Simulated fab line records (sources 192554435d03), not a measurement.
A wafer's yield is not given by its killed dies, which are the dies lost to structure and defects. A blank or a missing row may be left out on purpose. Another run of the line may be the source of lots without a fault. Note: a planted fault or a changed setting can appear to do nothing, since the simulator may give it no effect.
Matching of chambers    flow n5-finfet    3 sister chambers for N5_BEOL_M0_SAQP_ILD_DEP_01 on pecvd-02
The step deposits SiOC from DEMS/O2, target thk 45.419 nm, time 8.7 s. 6 wafers are shown with their chamber, then 9 later ones without.

== EACH WAFER AND ITS CHAMBER ==
wafer   chamber  throttle-valve-pct (%)  heater-power-w (W)
L082.1  2        12.6                    528
L084.2  2        12.1                    488
L084.5  1        12.7                    456
L088.1  0        11.9                    493
L088.5  1        12.6                    405
L088.6  0        11.6                    508

== WAFERS WITHOUT THEIR CHAMBER ==
wafer   throttle-valve-pct (%)  heater-power-w (W)
L089.2  12.0                    546
L089.5  12.0                    541
L089.6  12.6                    493
L092.1  12.6                    476
L092.4  11.8                    559
L092.6  12.7                    467
L095.3  11.9                    551
L095.5  12.8                    407
L095.6  11.7                    544

== WHICH CHAMBER EACH ONE RAN IN ==
wafer   from the rows above      in truth
L089.2  can't be placed: 0 or 2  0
L089.5  can't be placed: 0 or 2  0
L089.6  can't be placed: 2 or 1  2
L092.1  can't be placed: 2 or 1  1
L092.4  can't be placed: 0 or 2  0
L092.6  can't be placed: 1 or 2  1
L095.3  can't be placed: 0 or 2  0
L095.5  1                        1
L095.6  can't be placed: 0 or 2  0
Placed correctly: 1 of 9. Can't be placed from these rows: 8 (the true chamber is among the candidates in 8). Placed wrongly: 0.
How it was worked out, from the rows above alone: a wafer's distance from a chamber is the root of the sum, over the readings, of the square of ((its reading less the chamber's mean) divided by the reading's scatter). If the next closest chamber is less than 2 further off than the closest, the wafer can't be placed; otherwise it belongs to the closest. For every chamber, the mean is computed from those of its wafers that are shown. The scatter: take each reading less its chamber's mean, square it, sum over the shown wafers, divide by the number of wafers less the number of chambers, and take the root.
